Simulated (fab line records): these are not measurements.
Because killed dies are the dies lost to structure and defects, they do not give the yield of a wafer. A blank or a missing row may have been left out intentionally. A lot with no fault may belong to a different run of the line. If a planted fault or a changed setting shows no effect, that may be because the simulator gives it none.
fab line records	flow nandHarc
record lots=7	wafers=20	lastDay=32
route steps=1302 shown A_DECK1_JOINT@533 A_ONON_D2@545 END@1302
lots that met no fault: from a run of the same line without faults
startH: hours from the record's opening day to when the first of the lot's shown wafers began	waitH: hours since the lot's step before	" identical to the entry in the row above	L1.1+2: several wafers, shown together as one row	- value missing, or start not given	* or withheld: withheld	< > ~ a bound
route shown NAME@n: NAME is a module with steps in the file, n the number in the route of the first one	usual: the fault-free wafers' mean and standard deviation	same: alike in all rows	chamber/n: place in a boat	sites: readings site by site	_std_site: the values' standard deviation	_edge_site: the outer-site mean with the inner-site mean subtracted	radiusMm: for every site, how far away it sits from the centre of the wafer	mask NAME#n: copy n	behind: the most recent tool/chamber to have shaped the wafer	hold: cause of the lot's hold/its duration in hours/its outcome	device: the transistor (n, p or np) that didn't switch	end of line: tests of these same wafers at the route's end	for a step that has no rows: nothing shown but its recipe	killed: dies that structure and defects cost at the first sort, which is not the same as the wafer's yield	map: a wafer's dies, x killed, . not, _ none there
set.NAME: the run value of the setting; set.NAME@STEP: its run value at that earlier step	model.NAME: the simulator's own value behind a step, which no gauge read
a table for each step, a row for each wafer; lots at some steps of the route
services: from which hour (startH, from the record's first day; less than 0 if before it) a tool's chamber was out of use, for how many hours, and why
## steps
# step NHARC_A_DECK1_JOINT_CVD_34
# recipe targetThkA=200	tempC=700	pressureMtorr=300	material=SiNx
# step NHARC_A_DECK1_JOINT_DEP_06
# recipe targetThkA=800	tempC=65	material=SiOx
# step NHARC_A_DECK1_JOINT_CURE_26
# recipe tempC=150	timeS=32	pressureAtm=0.395
# step NHARC_A_DECK1_JOINT_ANNEAL_27
# recipe tempC=400	timeS=3600	idleTempC=300	rampUpCPerMin=10	densificationPH2oTorr=640
# step NHARC_A_DECK1_JOINT_ANNEAL_28
# recipe tempC=500	timeS=1800	idleTempC=400	rampUpCPerMin=10	densificationPH2oTorr=640
# step NHARC_A_DECK1_JOINT_ANNEAL_29
# recipe tempC=750	timeS=1800	idleTempC=500	rampUpCPerMin=10	rampDownCPerMin=3
# step NHARC_A_DECK1_JOINT_CMP_02
# recipe material=SiOx
# usual motorCurrentA=11.6/1.4	retainingRingPressureFrac=1.000/0.0052
lot.wafer	tool	chamber	startH	waitH	motorCurrentA	retainingRingPressureFrac
L775.2	cmp-02	3	265.63	0.4	13.4	0.998
L775.6	"	0	"	"	10.9	0.994
L775.5	"	1	"	"	10.3	1.001
L781.2	cmp-01	2	334.70	0.4	11.1	0.994
L781.3	"	3	"	"	9.5	1.005
L781.6	"	2	"	"	11.2	0.995
L783.2	cmp-02	2	359.18	0.4	14.3	0.997
L783.1	"	0	"	"	10.5	1.005
L783.3	"	1	"	"	10.5	1.000
L784.1	cmp-04	2	362.31	0.4	11.1	0.999
L784.4	"	1	"	"	10.9	1.001
L790.3	cmp-04	2	427.38	0.4	12.0	1.002
L790.4	"	1	"	"	11.3	0.997
L790.5	"	3	"	"	10.3	1.001
L793.3	cmp-04	0	461.64	0.4	12.7	0.994
L793.2	"	1	"	"	12.0	1.000
L793.5	"	3	"	"	10.4	1.005
L795.1	cmp-01	1	474.62	0.4	10.3	1.005
L795.2	"	3	"	"	10.2	0.999
L795.6	"	1	"	"	10.1	0.995
# step NHARC_A_DECK1_JOINT_SRD_15
# step NHARC_A_DECK1_JOINT_DEP_16
# recipe targetThkA=450	tempC=400	pressureTorr=6.5	rfW=900	teosFlowSccm=161.4	flowSccm=2650	targetThkNm=45	gas=O2	material=SiO2
# usual heaterPowerW=557/87	throttleValvePct=16.4/0.68
lot.wafer	tool	chamber	startH	waitH	heaterPowerW	throttleValvePct
L775.2	pecvd-02	1	266.00	0.1	557	15.5
L775.5	"	2	"	"	539	17.1
L775.6	"	0	"	"	589	16.6
L781.3	pecvd-04	0	335.06	0.1	626	15.0
L781.2	"	2	"	"	594	16.9
L781.6	"	0	"	"	638	15.0
L783.3	pecvd-03	2	359.56	0.1	644	17.5
L783.1	"	0	"	"	670	16.6
L783.2	"	1	"	"	462	17.5
L784.1	pecvd-02	1	362.70	0.1	589	16.5
L784.4	"	0	"	"	686	16.9
L790.3	pecvd-04	1	427.79	0.1	380	16.7
L790.5	"	2	"	"	596	16.9
L790.4	"	0	"	"	686	15.1
L793.3	pecvd-03	1	462.00	0.1	489	16.7
L793.2	"	2	"	"	617	16.9
L793.5	"	0	"	"	683	16.2
L795.2	pecvd-04	0	475.01	0.1	652	15.4
L795.1	"	1	"	"	469	16.0
L795.6	"	2	"	"	572	16.9
# step NHARC_A_DECK1_JOINT_THK_MEAS_17
# recipe thkMeasGauge=ellipsometry
# usual thkNm=45.1/1.1
lot.wafer	tool	chamber	startH	waitH	thkNm
L775.2	filmMetro-01	-	266.23	0.2	44.9
L775.5	"	-	"	"	45.3
L775.6	"	-	"	"	46.4
L781.2	filmMetro-02	-	335.35	0.2	44.8
L781.3	"	-	"	"	44.1
L781.6	"	-	"	"	45.6
L783.1	filmMetro-01	-	359.84	0.2	44.9
L783.2	"	-	"	"	44.7
L783.3	"	-	"	"	43.6
L784.1	filmMetro-02	-	362.98	0.3	44.5
L784.4	"	-	"	"	46.6
L790.3	filmMetro-01	-	428.07	0.3	44.7
L790.4	"	-	"	"	44.2
L790.5	"	-	"	"	44.9
L793.2	filmMetro-01	-	462.25	0.2	44.6
L793.3	"	-	"	"	45.4
L793.5	"	-	"	"	45.6
L795.1	filmMetro-02	-	475.29	0.2	46.0
L795.2	"	-	"	"	44.8
L795.6	"	-	"	"	43.5
# step NHARC_A_DECK1_JOINT_INSPECT_05
# usual rawDefectCount=306/110
lot.wafer	tool	chamber	startH	waitH	rawDefectCount
L775.2	defectInspect-02	-	266.26	0.0	315
L775.5	"	-	"	"	471
L775.6	"	-	"	"	600
L781.2	defectInspect-01	-	335.38	0.0	221
L781.3	"	-	"	"	234
L781.6	"	-	"	"	246
L783.1	defectInspect-01	-	359.88	0.0	272
L783.2	"	-	"	"	314
L783.3	"	-	"	"	336
L784.1	defectInspect-02	-	363.02	0.0	343
L784.4	"	-	"	"	461
L790.3	defectInspect-01	-	428.11	0.0	442
L790.4	"	-	"	"	340
L790.5	"	-	"	"	386
L793.2	defectInspect-02	-	462.29	0.0	254
L793.3	"	-	"	"	252
L793.5	"	-	"	"	371
L795.1	defectInspect-02	-	475.32	0.0	259
L795.2	"	-	"	"	349
L795.6	"	-	"	"	302
# step NHARC_A_ONON_D2_DEP_00
# recipe targetThkA=10000	n2FlowSccm=2750	n2oFlowSccm=2000	nh3FlowSccm=500	sih4FlowSccm=210	tempC=400
# usual n2FlowSccm=2751/7.5	n2oFlowSccm=1999/6.7
lot.wafer	tool	chamber	startH	waitH	n2FlowSccm	n2oFlowSccm
L775.2	pecvdOnon-03	0	266.39	0.1	2743	2005
L775.5	"	0	"	"	2750	2001
L775.6	"	0	"	"	2739	2004
L781.2	pecvdOnon-03	0	335.51	0.1	2745	2000
L781.3	"	0	"	"	2749	1997
L781.6	"	0	"	"	2741	2001
L783.1	pecvdOnon-03	0	359.94	0.1	2748	1989
L783.2	"	0	"	"	2745	1991
L783.3	"	0	"	"	2739	1986
L784.1	pecvdOnon-03	0	363.08	0.1	2761	1993
L784.4	"	0	"	"	2756	1988
L790.3	pecvdOnon-01	0	428.29	0.2	2756	2003
L790.4	"	0	"	"	2764	2000
L790.5	"	0	"	"	2750	2000
L793.2	pecvdOnon-03	0	462.41	0.1	2757	1994
L793.3	"	0	"	"	2753	1998
L793.5	"	0	"	"	2747	2001
L795.1	pecvdOnon-04	0	475.39	0.1	2757	2002
L795.2	"	0	"	"	2758	1997
L795.6	"	0	"	"	2766	1999
# step NHARC_A_ONON_D2_THK_MEAS_02
# recipe thkMeasGauge=ellipsometry
# usual thkNm=997/9.6
lot.wafer	tool	chamber	startH	waitH	thkNm
L775.2	filmMetro-01	-	266.84	-	992
L775.5	"	-	"	"	991
L775.6	"	-	"	"	993
L781.2	filmMetro-02	-	335.96	-	1884
L781.3	"	-	"	"	1005
L781.6	"	-	"	"	1006
L783.1	filmMetro-02	-	360.45	-	1871
L783.2	"	-	"	"	1871
L783.3	"	-	"	"	991
L784.1	filmMetro-01	-	363.59	-	1878
L784.4	"	-	"	"	1000
L790.3	filmMetro-02	-	428.69	-	987
L790.4	"	-	"	"	990
L790.5	"	-	"	"	989
L793.2	filmMetro-02	-	462.87	-	971
L793.3	"	-	"	"	972
L793.5	"	-	"	"	975
L795.1	filmMetro-01	-	475.90	-	1000
L795.2	"	-	"	"	1000
L795.6	"	-	"	"	1001
# step NHARC_A_ONON_D2_DEP_03
# recipe targetThkA=10000	n2FlowSccm=2750	n2oFlowSccm=2000	nh3FlowSccm=500	sih4FlowSccm=210	tempC=400
# step NHARC_END_SORT_01
# recipe tempC=25
# usual killedAtArray=54/17	killedAtOther=1.0/1.4	killedAtPeriphery=3.6/2.1	killedDies=58/17	killedOpen=3.2/2	killedShort=2.5/1.5
# same grossDies=677
lot.wafer	tool	chamber	startH	waitH	killedAtArray	killedAtOther	killedAtPeriphery	killedDies	killedOpen	killedShort
L775.2	prober-02	0	553.84	2.8	65	0	4	69	6	1
L775.5	prober-02	0	556.23	3.7	62	0	2	64	7	4
L775.6	prober-02	0	557.03	4.0	62	0	7	69	7	1
L781.2	prober-01	0	630.45	2.8	673	0	4	677	4	3
L781.3	prober-01	0	631.25	3.1	53	3	6	62	2	6
L781.6	prober-01	0	633.64	4.0	79	1	0	80	1	1
L784.1	prober-02	0	638.26	2.5	670	2	5	677	2	2
L784.4	prober-02	0	640.70	3.4	54	0	6	60	2	3
L783.1	prober-01	0	638.26	2.5	672	1	4	677	5	4
L783.2	prober-01	0	639.06	2.8	677	0	0	677	2	1
L790.4	prober-01	0	713.31	3.4	57	0	9	66	9	4
# killed by level:class
L775.2 A_CHANNEL_HOLE_D2:chamberFilmFlake=38 A_STAIRCASE:chamberFilmFlake=8 A_CHANNEL_HOLE_D1:chamberFilmFlake=5 A_CONTACT:chamberFilmFlake=4 A_ONON_D1:geometricParticle:open=2 A_CHANNEL_FILL_D1:geometricParticle:open=2 A_CHANNEL_FILL_D1:chamberFilmFlake=2 P_M0:geometricParticle:open=1
L775.5 A_CHANNEL_HOLE_D1:chamberFilmFlake=28 A_CHANNEL_HOLE_D2:chamberFilmFlake=12 A_CONTACT:chamberFilmFlake=6 A_STAIRCASE:chamberFilmFlake=3 A_ONON_D1:geometricParticle:open=2 A_CHANNEL_FILL_D2:geometricParticle:open=2 A_WL_FILL:chamberFilmFlake=2 P_M0:geometricParticle:open=1
L775.6 A_CHANNEL_HOLE_D2:chamberFilmFlake=32 A_CHANNEL_HOLE_D1:chamberFilmFlake=13 P_CONTACT:chamberFilmFlake=5 A_STAIRCASE:chamberFilmFlake=5 A_CHANNEL_FILL_D1:geometricParticle:open=4 A_CHANNEL_FILL_D1:chamberFilmFlake=3 A_CONTACT:chamberFilmFlake=3 P_GATE:geometricParticle:open=1
L781.2 A_ONON_D2:areaDep=586 A_SLIT:chamberFilmFlake=32 A_CHANNEL_HOLE_D1:chamberFilmFlake=25 A_CHANNEL_HOLE_D2:chamberFilmFlake=20 A_DECK1_JOINT:geometricParticle:short=2 P_ZERO_WELL:chamberFilmFlake=2 A_SGD_CUT:chamberFilmFlake=2 P_M1:geometricParticle:open=1
L781.3 A_SLIT:chamberFilmFlake=23 A_CHANNEL_HOLE_D2:chamberFilmFlake=11 A_CHANNEL_HOLE_D1:chamberFilmFlake=7 A_CHANNEL_FILL_D1:chamberFilmFlake=4 A_SGD_CUT:chamberFilmFlake=3 THIN_TSV:chamberFilmFlake=3 P_CONTACT:geometricParticle:open=2 A_DECK1_JOINT:geometricParticle:short=2
L781.6 A_SLIT:chamberFilmFlake=31 A_CHANNEL_HOLE_D2:chamberFilmFlake=28 A_CHANNEL_HOLE_D1:chamberFilmFlake=11 A_SGD_CUT:chamberFilmFlake=2 A_M1:chamberFilmFlake=2 A_CHANNEL_FILL_D2:geometricParticle:open=1 A_M1:geometricParticle:short=1 A_ZERO_WELL:chamberFilmFlake=1
L784.1 A_ONON_D2:areaDep=637 A_CHANNEL_HOLE_D2:chamberFilmFlake=13 A_CHANNEL_HOLE_D1:chamberFilmFlake=9 A_STAIRCASE:chamberFilmFlake=5 P_STI:chamberFilmFlake=2 P_M2:chamberFilmFlake=2 THIN_TSV:chamberFilmFlake=2 A_ONON_D1:geometricParticle:short=1
L783.1 A_ONON_D2:areaDep=612 A_SLIT:chamberFilmFlake=30 A_CHANNEL_HOLE_D1:chamberFilmFlake=10 A_CHANNEL_HOLE_D2:chamberFilmFlake=8 A_CONTACT:chamberFilmFlake=4 A_DECK1_JOINT:chamberFilmFlake=3 P_CONTACT:geometricParticle:open=2 A_CHANNEL_FILL_D1:geometricParticle:short=2
L783.2 A_ONON_D2:areaDep=623 A_SLIT:chamberFilmFlake=28 A_CHANNEL_HOLE_D2:chamberFilmFlake=10 A_CHANNEL_HOLE_D1:chamberFilmFlake=6 A_STAIRCASE:chamberFilmFlake=3 A_CONTACT:chamberFilmFlake=2 A_CHANNEL_FILL_D1:geometricParticle:open=1 A_WL_FILL:geometricParticle:short=1
L784.4 A_CHANNEL_HOLE_D1:chamberFilmFlake=32 A_CHANNEL_HOLE_D2:chamberFilmFlake=10 A_STAIRCASE:chamberFilmFlake=5 P_M1:geometricParticle:short=2 A_CHANNEL_FILL_D2:geometricParticle:open=2 P_GATE:chamberFilmFlake=2 A_DECK1_JOINT:chamberFilmFlake=2 A_M0:geometricParticle:short=1
L790.4 A_CHANNEL_HOLE_D2:chamberFilmFlake=25 A_CHANNEL_HOLE_D1:chamberFilmFlake=10 A_STAIRCASE:chamberFilmFlake=9 P_CONTACT:geometricParticle:open=4 P_BONDPAD:chamberFilmFlake=2 A_CONTACT:chamberFilmFlake=2 P_M0:geometricParticle:short=1 A_CHANNEL_HOLE_D1:geometricParticle:short=1
# map L781.2 (x killed, . not)
____________x____________
_________xxxxxxx_________
_______xxxxxxxxxxx_______
______xxxxxxxxxxxxx______
_____xxxxxxxxxxxxxxx_____
____xxxxxxxxxxxxxxxxx____
____xxxxxxxxxxxxxxxxx____
___xxxxxxxxxxxxxxxxxxx___
___xxxxxxxxxxxxxxxxxxx___
__xxxxxxxxxxxxxxxxxxxxx__
__xxxxxxxxxxxxxxxxxxxxx__
_xxxxxxxxxxxxxxxxxxxxxxx_
_xxxxxxxxxxxxxxxxxxxxxxx_
_xxxxxxxxxxxxxxxxxxxxxxx_
_xxxxxxxxxxxxxxxxxxxxxxx_
_xxxxxxxxxxxxxxxxxxxxxxx_
xxxxxxxxxxxxxxxxxxxxxxxxx
xxxxxxxxxxxxxxxxxxxxxxxxx
xxxxxxxxxxxxxxxxxxxxxxxxx
xxxxxxxxxxxxxxxxxxxxxxxxx
xxxxxxxxxxxxxxxxxxxxxxxxx
_xxxxxxxxxxxxxxxxxxxxxxx_
_xxxxxxxxxxxxxxxxxxxxxxx_
_xxxxxxxxxxxxxxxxxxxxxxx_
_xxxxxxxxxxxxxxxxxxxxxxx_
_xxxxxxxxxxxxxxxxxxxxxxx_
__xxxxxxxxxxxxxxxxxxxxx__
__xxxxxxxxxxxxxxxxxxxxx__
___xxxxxxxxxxxxxxxxxxx___
___xxxxxxxxxxxxxxxxxxx___
____xxxxxxxxxxxxxxxxx____
____xxxxxxxxxxxxxxxxx____
_____xxxxxxxxxxxxxxx_____
______xxxxxxxxxxxxx______
_______xxxxxxxxxxx_______
_________xxxxxxx_________
____________x____________
# map L783.1 (x killed, . not)
____________x____________
_________xxxxxxx_________
_______xxxxxxxxxxx_______
______xxxxxxxxxxxxx______
_____xxxxxxxxxxxxxxx_____
____xxxxxxxxxxxxxxxxx____
____xxxxxxxxxxxxxxxxx____
___xxxxxxxxxxxxxxxxxxx___
___xxxxxxxxxxxxxxxxxxx___
__xxxxxxxxxxxxxxxxxxxxx__
__xxxxxxxxxxxxxxxxxxxxx__
_xxxxxxxxxxxxxxxxxxxxxxx_
_xxxxxxxxxxxxxxxxxxxxxxx_
_xxxxxxxxxxxxxxxxxxxxxxx_
_xxxxxxxxxxxxxxxxxxxxxxx_
_xxxxxxxxxxxxxxxxxxxxxxx_
xxxxxxxxxxxxxxxxxxxxxxxxx
xxxxxxxxxxxxxxxxxxxxxxxxx
xxxxxxxxxxxxxxxxxxxxxxxxx
xxxxxxxxxxxxxxxxxxxxxxxxx
xxxxxxxxxxxxxxxxxxxxxxxxx
_xxxxxxxxxxxxxxxxxxxxxxx_
_xxxxxxxxxxxxxxxxxxxxxxx_
_xxxxxxxxxxxxxxxxxxxxxxx_
_xxxxxxxxxxxxxxxxxxxxxxx_
_xxxxxxxxxxxxxxxxxxxxxxx_
__xxxxxxxxxxxxxxxxxxxxx__
__xxxxxxxxxxxxxxxxxxxxx__
___xxxxxxxxxxxxxxxxxxx___
___xxxxxxxxxxxxxxxxxxx___
____xxxxxxxxxxxxxxxxx____
____xxxxxxxxxxxxxxxxx____
_____xxxxxxxxxxxxxxx_____
______xxxxxxxxxxxxx______
_______xxxxxxxxxxx_______
_________xxxxxxx_________
____________x____________
## services
tool	chamber	startH	hours	kind
cmp-01	-	254.32	4.8	repair
pecvd-03	1	254.41	4.9	repair
cmp-02	-	257.02	1.5	repair
cmp-01	-	264.11	0.5	repair
cmp-04	-	265.00	1.0	repair
pecvd-04	-	265.02	1.7	repair
cmp-04	-	267.25	0.5	repair
pecvd-04	-	269.09	13.0	pm
cmp-04	-	275.69	1.5	repair
pecvd-03	1	285.71	4.9	repair
cmp-01	-	287.77	4.0	pm
cmp-04	-	307.00	4.0	pm
pecvd-03	2	326.94	4.7	repair
cmp-02	-	330.50	4.0	pm
cmp-04	-	358.14	1.1	repair
pecvd-03	-	366.25	13.0	pm
cmp-04	-	368.72	0.4	repair
pecvd-04	2	375.77	12.0	repair
cmp-04	-	395.01	0.4	repair
cmp-04	-	405.00	4.0	pm
pecvdOnon-03	-	408.00	13.0	pm
cmp-04	-	409.01	4.3	repair
pecvd-04	-	450.09	13.0	pm
cmp-04	-	451.83	1.2	repair
## key
firstSign step=NHARC_A_ONON_D2_THK_MEAS_02	reading=thkNm	direction=up	sigmas=92	usual=997	struck=1876
effect step=NHARC_END_SORT_01	reading=killedDies	direction=up	sigmas=36	usual=58	struck=677
moreKillsBornAt NHARC_A_ONON_D2_DEP_00@pecvdOnon-03=2458
metAt NHARC_A_ONON_D2_DEP_00
struckWafers L781.2,L783.1,L783.2,L784.1
laterRowsLeftOut L781.2,L783.1,L783.2,L784.1
testerLeftOut L781,L783,L784
onsetBetween 266.39 335.51
fault kind=processParameterDrift	tool=pecvdOnon-03	chamber=-	onsetH=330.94	steps=NHARC_A_ONON_D2_DEP_00	channel=targetThkA	offset=*	shape=step	endH=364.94	scope=struckWafersOnly	actsIn=*	stated=*
# testerLeftOut: of these lots the tester's yield and bins aren't shown, on N5 and GAA mostly nor the transistor test; their killed dies are dies lost to structure and defects alone, not to doping, threshold or leakage, so they don't give the yield
# laterRowsLeftOut: the simulator's readings of these wafers behind a module that went badly wrong aren't trusted and aren't shown, but for the sort
